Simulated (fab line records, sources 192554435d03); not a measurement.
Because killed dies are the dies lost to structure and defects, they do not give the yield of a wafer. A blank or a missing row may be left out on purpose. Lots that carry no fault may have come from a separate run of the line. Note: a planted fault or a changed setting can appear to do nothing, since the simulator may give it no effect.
Matching of chambers    flow n5 finfet    N5_HKMG_FIN_ALD_79 on ald metal-03 has 4 sister chambers
The step deposits TiN, target thk 1.5 nm, pulse time 1 s, purge time 3 s. 22 wafers are shown with their chamber, then 11 later ones without.

WAFERS PAIRED WITH THEIR CHAMBERS
wafer   chamber  heater power w (W)  chamber pressure Torr (Torr)  precursor pulse height rel
L075.2  3        815                 3.005                         0.952
L075.4  2        916                 3.003                         0.971
L075.6  2        911                 2.994                         0.983
L077.1  2        920                 3.012                         0.996
L077.2  1        828                 2.998                         1.021
L077.3  0        923                 3.007                         0.999
L079.1  3        802                 3.003                         1.023
L079.3  1        834                 3.000                         0.977
L079.5  2        928                 3.000                         0.988
L080.4  0        919                 2.997                         0.966
L080.5  0        930                 3.001                         0.977
L080.6  1        826                 2.994                         0.972
L081.2  1        816                 2.999                         1.041
L081.3  3        808                 2.989                         0.998
L081.4  2        924                 3.007                         1.006
L082.3  2        930                 2.993                         0.995
L082.4  1        805                 2.994                         0.996
L082.6  2        932                 3.004                         1.005
L083.1  3        780                 2.998                         1.023
L083.4  3        785                 3.000                         1.005
L083.5  2        913                 3.008                         1.036
L085.3  3        778                 3.000                         1.002

SIGNATURES (averages over the wafers above)
reading                     chamber 0  chamber 1  chamber 2  chamber 3  scatter within a chamber
heater power w              924.00     821.80     921.75     794.67     11.2
chamber pressure Torr       3.00167    2.99700    3.00263    2.99917    0.00552
precursor pulse height rel  0.98067    1.00140    0.99750    1.00050    0.0236
Rule: a wafer's distance from a chamber is the root of the sum, over the readings, of the square of ((its reading less the chamber's mean) divided by the reading's scatter). The wafer belongs to the nearest chamber; if the next one is less than 2 further off, it can't be placed. The scatter: take each reading less its chamber's mean, square it, sum over the shown wafers, divide by the number of wafers less the number of chambers, and take the root.

WAFERS WHOSE CHAMBER IS MISSING
wafer   heater power w (W)  chamber pressure Torr (Torr)  precursor pulse height rel
L085.5  942                 3.001                         0.978
L085.6  765                 3.002                         1.007
L087.1  781                 2.999                         0.976
L087.2  951                 3.001                         1.017
L087.5  841                 2.998                         0.985
L088.1  797                 2.989                         1.010
L088.5  790                 2.994                         1.010
L088.6  942                 3.009                         1.004
L097.2  935                 2.995                         1.000
L097.4  789                 3.004                         0.997
L097.5  820                 3.006                         0.997

CHAMBER TAKEN BY EACH
wafer   from the rows above      in truth
L085.5  can't be placed: 0 or 2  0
L085.6  3                        3
L087.1  3                        3
L087.2  can't be placed: 2 or 0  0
L087.5  1                        1
L088.1  can't be placed: 3 or 1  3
L088.5  can't be placed: 3 or 1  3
L088.6  can't be placed: 2 or 0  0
L097.2  can't be placed: 0 or 2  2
L097.4  3                        3
L097.5  can't be placed: 1 or 3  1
Correctly placed: 4 of 11. Not placeable from these rows: 7 (in 7, the candidates include the true chamber). Wrongly placed: 0.
